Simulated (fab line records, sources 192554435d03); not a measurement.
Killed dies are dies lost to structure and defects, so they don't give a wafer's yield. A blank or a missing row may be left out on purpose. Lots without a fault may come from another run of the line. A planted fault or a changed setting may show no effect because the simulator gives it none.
fab line records | flow n5_finfet
record lots=4 wafers=12 last_day=18
route steps=1938 shown BEOL_M0@735 BEOL_M1@751 BEOL_M4@1111 PASSIVATION@1936
lots that met no fault: from a run of the same line without faults
start_h: hours from the record's first day to the start of the lot's first wafer shown | wait_h: hours since the lot's step before | " the same as in the row above | L1.1+2: a row that stands for several wafers | - no value, or no start given | * or withheld: withheld | < > ~ a bound
route shown NAME@n: a module of which the file shows steps, and the number in the route of the first | usual: mean/standard deviation of fault-free wafers | same: alike in all rows | chamber/n: place in a boat | sites: the reading at each site | _std_site: their standard deviation | _edge_site: outer sites' mean less inner sites' | radius_mm: how far each site lies from the wafer's centre | mask NAME#n: copy n | behind: the tool/chamber that last shaped the wafer | hold: why the lot was held/for how many hours/how that ended | device: the transistor (n, p or np) that didn't switch | end of line: the same wafers' tests at the end of the route | a step without rows: its recipe alone | killed: dies lost to structure and defects at the first sort, not the wafer's yield | map: a wafer's dies, x killed, . not, _ none there
set.NAME: the setting as run; set.NAME@STEP: as run at that earlier step | model.NAME: the simulator's own value behind a step, which no gauge read
lots at some steps of the route; a table a step, a row a wafer
services: from which hour (start_h, from the record's first day; less than 0 if before it) a tool's chamber was out of use, for how many hours, and why
## steps
# step N5_BEOL_M0_ANNEAL_117
# recipe temp_c=400 time_s=60 ambient=vacuum
# step N5_BEOL_M0_SPUTTER_132
# recipe material=Cu target_thk_a=40 temp_c=-20 chamber_pressure_pa=0.07 power_w=withheld time_s=7.37
# step N5_BEOL_M0_ANNEAL_133
# recipe temp_c=400 time_s=60 ambient=vacuum
# step N5_BEOL_M0_SPUTTER_134
# recipe material=Cu target_thk_a=40 temp_c=-20 chamber_pressure_pa=0.07 power_w=withheld time_s=7.37
# step N5_BEOL_M0_ANNEAL_135
# recipe temp_c=400 time_s=60 ambient=vacuum
# step N5_BEOL_M0_SPUTTER_141
# recipe material=Cu target_thk_a=40 temp_c=-20 chamber_pressure_pa=0.07 power_w=withheld time_s=7.37
# step N5_BEOL_M0_ECD_118
# recipe material=Cu target_thk_a=3000
# step N5_BEOL_M0_ANNEAL_119
# recipe temp_c=225 time_s=90 ambient=N2
# step N5_BEOL_M0_CMP_120
# recipe stop_on=SiOC t_overpolish_s=6.9 down_force_psi=1 platen_rpm=50 clearing_platen_down_force_psi=1.5 clearing_platen_rpm=50 post_cmp_clean=cu_alkaline clearing_platen_pad_velocity_m_s=0.99484 pad_velocity_m_s=0.99484
# step N5_BEOL_M0_PRE_CLEAN_131
# recipe gas=NH3/H2 time_s=15 temp_c=* rf_power_w=300
# step N5_BEOL_M0_CO_CAP_123
# recipe material=Co target_thk_a=20 temp_c=200 precursor=CCTBA/H2 pressure_torr=30 time_s=102.1
# step N5_BEOL_M0_PRE_CLEAN_124
# recipe gas=NH3 time_s=15 temp_c=withheld rf_power_w=300
# usual rf_fwd_power_W=294.1/1.4
# columns lot.wafer tool chamber start_h wait_h rf_fwd_power_W
L870.1 pecvd-02 2 158.19 0.1 292.6
L870.5 " 1 " " 292.8
L870.6 " 2 " " 292.9
L878.2 pecvd-02 0 202.65 0.1 296.0
L878.3 " 2 " " 292.4
L878.6 " 1 " " 293.4
L881.1 pecvd-02 0 215.99 0.1 296.5
L881.3 " 1 " " 293.3
L881.5 " 1 " " 292.2
L888.1 pecvd-03 2 264.25 0.1 294.9
L888.2 " 1 " " 294.6
L888.3 " 0 " " 294.7
# step N5_BEOL_M0_DEP_125
# recipe material=SiCN target_thk_a=80 temp_c=withheld precursor=3MS/NH3 pressure_torr=3 rf_w=202 time_s=14
# step N5_BEOL_M0_INSPECT_127
# recipe inspect_instrument=darkfield mode=post_dep
# usual raw_defect_count=59/22
# columns lot.wafer tool chamber start_h wait_h raw_defect_count
L870.1 defect_inspect-02 - 158.34 0.0 60
L870.5 " - " " 41
L870.6 " - " " 54
L878.2 defect_inspect-02 - 202.77 0.0 342
L878.3 " - " " 355
L878.6 " - " " 407
L881.1 defect_inspect-02 - 216.10 0.0 358
L881.3 " - " " 337
L881.5 " - " " 376
L888.1 defect_inspect-02 - 264.37 0.0 35
L888.2 " - " " 40
L888.3 " - " " 62
# step N5_BEOL_M1_ILD_DEP_00
# recipe material=SiOC target_thk_a=790 temp_c=350 precursor=DEMS/O2 pressure_torr=5 rf_w=500 time_s=15.3
# step N5_BEOL_M1_PECVD_72
# recipe material=SiO2 target_thk_a=160 temp_c=400 precursor=TEOS/O2 pressure_torr=5.5 rf_w=450 teos_flow_sccm=53.8 gas=O2 flow_sccm=3000 time_s=18
# step N5_BEOL_M1_HM_DEP_02
# recipe material=TiN target_thk_a=200 temp_c=25 chamber_pressure_pa=0.49996
# step N5_BEOL_M1_COAT_61
# recipe resist=SOC temp_c=250 time_s=60 spin_rpm=1500 resist_thk_nm=60
# step N5_BEOL_M1_COAT_62
# recipe resist=SiARC temp_c=220 time_s=60 spin_rpm=1500 resist_thk_nm=12
# step N5_BEOL_M1_COAT_73
# recipe resist=underlayer temp_c=205 time_s=60 spin_rpm=1500 resist_thk_nm=5
# step N5_BEOL_M1_COAT_05
# recipe resist=CAR-EUV spin_rpm=1500 resist_thk_nm=30
# step N5_BEOL_M1_EBR_07
# recipe solvent=PGMEA ebr_width_mm=1.5
# step N5_BEOL_M1_SOFTBAKE_06
# recipe temp_c=110 time_s=60 resist=CAR-EUV
# step N5_BEOL_M1_EXPOSE_08
# recipe mask_id=M1 na=0.33 source_shape=dipole sigma_inner=0.369 sigma_outer=0.767 polarization=unpolarized dose_mj=33
# step N5_BEOL_M1_PEB_09
# recipe peb_temp_c=100 peb_time_s=60 resist=CAR-EUV
# step N5_BEOL_M1_DEVELOP_10
# recipe develop_time_s=30 developer=TMAH resist=CAR-EUV rinse_liquid=surfactant_rinse dry=air_spin dev_temp_c=23
# step N5_BEOL_M1_INSPECT_13
# recipe mode=adi inspect_instrument=brightfield
# usual raw_defect_count=349/75
# columns lot.wafer tool chamber start_h wait_h raw_defect_count
L870.1 defect_inspect-02 - 159.53 0.1 433
L870.5 " - " " 347
L870.6 " - " " 407
L878.2 defect_inspect-02 - 205.38 0.0 556
L878.3 " - " " 558
L878.6 " - " " 628
L881.1 defect_inspect-02 - 217.19 0.1 618
L881.3 " - " " 599
L881.5 " - " " 704
L888.1 defect_inspect-01 - 266.82 0.1 361
L888.2 " - " " 345
L888.3 " - " " 335
# step N5_BEOL_M1_DESCUM_16
# recipe chemistry=O2 time_s=7 source_power_w=50 bias_power_w=20 pressure_mtorr=20 rf_frequency_hz=2.712e+07 temp_c=40 resist=CAR-EUV o2_flow_sccm=225
# step N5_BEOL_M1_ETCH_74
# recipe chemistry=N2/H2 target=underlayer target_depth_a=65 mask_material=CAR-EUV time_s=5.2 ion_energy_ev=200 pressure_mtorr=30 source_w=840 bias_w=150 n2_flow_sccm=200 h2_flow_sccm=200 ends=cleared
# step N5_BEOL_M1_ETCH_63
# recipe chemistry=CF4 target=SiARC target_depth_a=156 mask_material=CAR-EUV time_s=26 ion_energy_ev=80 pressure_mtorr=40 source_w=545 bias_w=36 Ar_flow_sccm=100 cf4_flow_sccm=100 ends=cleared
# step N5_BEOL_M1_ETCH_64
# recipe chemistry=N2/H2 target=SOC target_depth_a=750 overetch_a=150 mask_material=SiARC temp_c=40 time_s=112.5 ion_energy_ev=200 pressure_mtorr=30 source_w=840 bias_w=150 n2_flow_sccm=200 h2_flow_sccm=200
# step N5_BEOL_M1_STRIP_65
# recipe chemistry=N2/H2 temp_c=40 n2_flow_sccm=200 h2_flow_sccm=200 rf_frequency_hz=6e+07
# step N5_BEOL_M1_STRIP_75
# recipe chemistry=N2/H2 temp_c=40 n2_flow_sccm=200 h2_flow_sccm=200 rf_frequency_hz=6e+07
# step N5_BEOL_M1_STRIP_66
# recipe chemistry=CF4 resist=SiARC power_w=300 bias_power_w=75 pressure_mtorr=50 cf4_flow_sccm=150 rf_frequency_hz=6e+07
# step N5_BEOL_M1_HM_OPEN_17
# recipe chemistry=Cl2/BCl3 target_depth_a=200 overetch_a=60 target=TiN mask_material=SOC ion_energy_ev=150 pressure_mtorr=10 icp_w=1000 bias_w=126 Cl2_flow_sccm=53.25 bcl3_flow_sccm=21.75 Ar_flow_sccm=25
# step N5_BEOL_M1_STRIP_19
# recipe chemistry=O2 power_w=400 temp_c=40 pressure_mtorr=30 rf_frequency_hz=6e+07 bias_power_w=0 overash_fraction=0.2 o2_flow_sccm=225
# step N5_BEOL_M1_INSPECT_30
# recipe mode=adi inspect_instrument=brightfield
# usual raw_defect_count=348/75
# columns lot.wafer tool chamber start_h wait_h raw_defect_count
L870.1 defect_inspect-01 - 160.65 0.1 472
L870.5 " - " " 381
L870.6 " - " " 432
L878.2 defect_inspect-01 - 206.50 0.0 583
L878.3 " - " " 570
L878.6 " - " " 653
L881.1 defect_inspect-01 - 218.22 0.1 623
L881.3 " - " " 608
L881.5 " - " " 716
L888.1 defect_inspect-01 - 268.07 0.1 368
L888.2 " - " " 349
L888.3 " - " " 342
# step N5_BEOL_M4_RC_MEAS_101
# usual DIBL_N=36.3/1.8 DIBL_P=36.5/2.1 IOFF_N=0.16/0.031 IOFF_P=0.22/0.038 ION_N=677/12 ION_P=466/7.8 SS_N=71.5/0.61 SS_P=73.2/0.7 VT_N=249/3 VT_P=-248.9/3
# columns lot.wafer tool chamber start_h wait_h DIBL_N[mV/V] DIBL_P[mV/V] IOFF_N[nA/um] IOFF_P[nA/um] ION_N[uA/um] ION_P[uA/um] SS_N[mV/dec] SS_P[mV/dec] VT_N[mV] VT_P[mV]
L870.1 prober-01 0 231.55 0.0 37.1 37.3 0.17 0.22 687 468 71.6 74.1 249 -250.1
L870.5 " 0 " " 37.0 37.4 0.17 0.21 682 462 72.2 74.7 251 -251.6
L870.6 " 0 " " 37.4 38.0 0.18 0.22 686 465 71.5 74.3 251 -249.1
L878.2 prober-01 0 264.05 0.2 36.7 35.1 0.15 0.21 663 463 71.4 73.7 251 -250.2
L878.3 " 0 " " 39.5 39.3 0.22 0.29 689 476 72.7 74.1 247 -245.2
L878.6 " 0 " " 36.9 35.9 0.15 0.22 669 471 72.7 74.0 249 -251.2
L881.1 prober-01 0 267.18 0.0 37.1 36.5 0.16 0.24 671 467 70.6 73.2 250 -246.0
L881.3 " 0 " " 37.5 36.2 0.16 0.23 686 464 71.1 73.2 247 -248.2
L881.5 " 0 " " 35.2 33.4 0.12 0.18 653 451 70.8 71.9 255 -251.4
L888.1 prober-01 0 312.93 0.0 35.7 36.9 0.17 0.24 669 463 72.0 73.1 249 -246.4
L888.2 " 0 " " 36.8 38.0 0.19 0.24 678 459 71.6 73.5 246 -250.0
L888.3 " 0 " " 34.5 36.0 0.16 0.22 679 471 71.5 72.5 246 -245.6
# step N5_PASSIVATION_PROBE_49
# usual defect_limited_yield=91.2/1.5 killed_at_M0_to_M3=33/9.6 killed_at_M4_up=14/5.6 killed_at_contacts=14/5.5 killed_at_front_end=40/13 killed_at_other=4/3 killed_dies=104/17 killed_on_rim=14/4.3 killed_open=68/13 killed_short=33/7.2 sort_bin_5_function=5.2/0.95 sort_bin_6_memory=3.3/0.62 sort_n_pass=1076/17 sort_yield_pct=91.2/1.5
# same gross_dies=1180 killed_at_back_side=0 sort_bin_4_leakage[%]=0 sort_bin_8_speed[%]=0
# columns lot.wafer tool chamber start_h wait_h defect_limited_yield[%] killed_at_M0_to_M3 killed_at_M4_up killed_at_contacts killed_at_front_end killed_at_other killed_dies killed_on_rim killed_open killed_short sort_bin_5_function[%] sort_bin_6_memory[%] sort_n_pass sort_yield_pct[%]
L881.1 prober-02 - 366.81 0.0 84.1 121 15 4 38 10 188 9 48 29 10.3 3.8 992 84.1
L881.3 prober-02 - 366.91 0.1 85.2 103 28 7 37 0 175 24 66 32 10.0 3.1 1005 85.2
L881.5 prober-02 - 367.01 0.2 83.8 125 13 12 41 0 191 28 67 40 10.9 4.3 989 83.8
L878.2 prober-01 - 372.62 0.1 84.4 132 9 11 29 3 184 14 58 21 10.5 3.9 996 84.4
L878.3 prober-01 - 372.67 0.1 86.6 85 11 14 39 9 158 27 56 47 7.7 4.2 1022 86.6
L878.6 prober-01 - 372.82 0.3 84.5 118 7 19 33 6 183 28 59 26 9.1 4.3 997 84.5
# killed by level:class
L881.1 BEOL_M0:unspecified=105 BEOL_M4:geometric_particle:open=8 FIN_SAQP:geometric_particle:short=6 GATE_CUT:geometric_particle:open=6 BEOL_M1:geometric_particle:open=5 MIM_TOP_ETCH:geometric_particle:open=5 STI_FIN_REVEAL:geometric_particle:open=4 DUMMY_GATE:geometric_particle:open=4
L881.3 BEOL_M0:unspecified=74 BEOL_M4:geometric_particle:open=11 DUMMY_GATE:geometric_particle:open=7 FIN_SAQP:geometric_particle:open=6 FIN_SAQP:geometric_particle:short=6 GATE_CUT:geometric_particle:short=6 MOL_CONTACT_COAG:geometric_particle:open=5 BEOL_M3:geometric_particle:open=5
L881.5 BEOL_M0:unspecified=81 BEOL_M0_SAQP:geometric_particle:short=13 BEOL_M3:geometric_particle:open=11 MOL_CONTACT_COAG:geometric_particle:open=9 BEOL_M0_SAQP:geometric_particle:open=9 GATE_CUT:geometric_particle:open=6 STI_FIN_REVEAL:geometric_particle:open=5 DUMMY_GATE:geometric_particle:open=5
L878.2 BEOL_M0:unspecified=101 STI_FIN_REVEAL:geometric_particle:open=10 BEOL_M2:geometric_particle:open=9 BEOL_M0_SAQP:geometric_particle:open=8 MOL_CONTACT_COAG:geometric_particle:open=8 BEOL_M0_SAQP:geometric_particle:short=7 BEOL_M1:geometric_particle:open=5 DUMMY_GATE:geometric_particle:open=4
L878.3 BEOL_M0:unspecified=52 GATE_CUT:geometric_particle:short=11 BEOL_M0_SAQP:geometric_particle:open=11 MOL_CONTACT_COAG:geometric_particle:open=10 BEOL_M0_SAQP:geometric_particle:short=8 FIN_SAQP:geometric_particle:short=7 FIN_SAQP:geometric_particle:open=6 PASS1_DEP:geometric_particle:short=5
L878.6 BEOL_M0:unspecified=89 MOL_CONTACT_COAG:geometric_particle:open=14 STI_FIN_REVEAL:geometric_particle:open=9 BEOL_M2:geometric_particle:open=8 BEOL_M0_SAQP:geometric_particle:short=5 BEOL_M1:geometric_particle:open=5 STARTING-WAFER:geometric_particle:open=5 HKMG_FIN:area_etch=5
# map L878.2 (x killed, . not)
_________________.......x.x..________________
______________.................x_____________
___________........................__________
__________.................x........_________
________........x..................x.._______
_______.............x..x...........x...______
______.............x.......x............_____
_____...........x...x...x....x....x......____
____............................xx..x.....___
___..x................x.............x..x..x__
___.....................x.x.....xxxxxx.xxx.__
__........x......x........x.....xxxxxxxxx..x_
__.x.....x.............x.x......xxxxxxxxxx.._
_.....x.......................x.xxxxxxxxxx..x
_.....x............xxx........xxxxxxxxxxx.xxx
_......x..x.........x.xx........xxxxxxxxx....
_............x................x.xxxxxxxxxx..x
_........x............x.........xxxx.xxxx.xxx
_........x......x....x..........xxxxxx.xx...x
_.................x...............xx..xx..x..
_................................x..x...x....
__.........x.............x.................._
__......x...............x................x.._
___..x......x.x............xxx......x...x..__
___......................x...x.............__
____.............xx.......................___
_____.x..................x...............____
______.......................x...x.....x_____
_______..x....x............x....x......______
________.....x......x................._______
__________.........................._________
___________........................__________
______________........x.....x..._____________
_________________............________________
# map L881.5 (x killed, . not)
_________________.x........x.________________
______________......x....x......_____________
___________........................__________
__________...x..x.x...xxx......x...._________
________.........x....x.........x...x._______
_______x......x...................x....______
______...............x.x..x....x.....x.._____
_____.x..x..................x....x.......____
____..................x....x.xx...........___
___.............x..........x...x...........__
___............................x...........__
__.x...........................x......x.x..._
__.........................................._
_...x.................x..x...................
_.............x...................x..........
_..xxxxx.x.........x............x...xx.......
_xx.x.xx.........................x...........
_xxxx.xx..xx.............x...x.......x.......
_xxxxxxxxx..x...................x............
_.xxxxxxxx.xx...........x...............x...x
_xxxxxxxxxx......................x...xx.....x
__xxxxxxxxx......xx.xx.x.............x......_
__xxxxxxxxxx..x..............x.....x........_
___xxxxxx.x.........x..xx..................__
___xxxx.xx.x............x..................__
____xx.x..x.x.xx..x........x...xx.........___
_____.xx........x..........x......x..x...____
______.........x...................x...._____
_______.......x.......xx......xx.x.....______
________....x.x................x.x...._______
__________..........x..............._________
___________.x..................xx..__________
______________.x.x.............._____________
_________________.....x......________________
## services
# columns tool chamber start_h hours kind
pecvd-02 0 156.38 6.4 repair
pecvd-03 - 186.52 0.8 repair
pecvd-03 2 202.38 - clean
pecvd-03 2 202.38 - consumable_replace:showerhead
pecvd-03 2 202.38 29.0 scheduled_down
pecvd-03 2 202.38 29.0 vent_cycle
pecvd-03 1 252.32 5.5 scheduled_down
## key
first_sign step=N5_BEOL_M0_INSPECT_127 reading=raw_defect_count direction=up sigmas=14 usual=59 struck=362
effect step=N5_BEOL_M1_INSPECT_13 reading=raw_defect_count direction=up sigmas=3.5 usual=349 struck=610
effect step=N5_BEOL_M1_INSPECT_30 reading=raw_defect_count direction=up sigmas=3.7 usual=348 struck=626
effect step=N5_PASSIVATION_PROBE_49 reading=killed_at_M0_to_M3 direction=up sigmas=8.4 usual=33 struck=114
more_kills_born_at N5_BEOL_M0_PRE_CLEAN_124@pecvd-02=502
met_at N5_BEOL_M0_PRE_CLEAN_124
struck_wafers L878.2,L878.3,L878.6,L881.1,L881.3,L881.5
onset_between 158.19 202.65
fault kind=chamber_particle_source tool=pecvd-02 chamber=- onset_h=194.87 steps=N5_BEOL_M0_PRE_CLEAN_124 rate_per_visit_cm2=0.48964 end_h=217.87
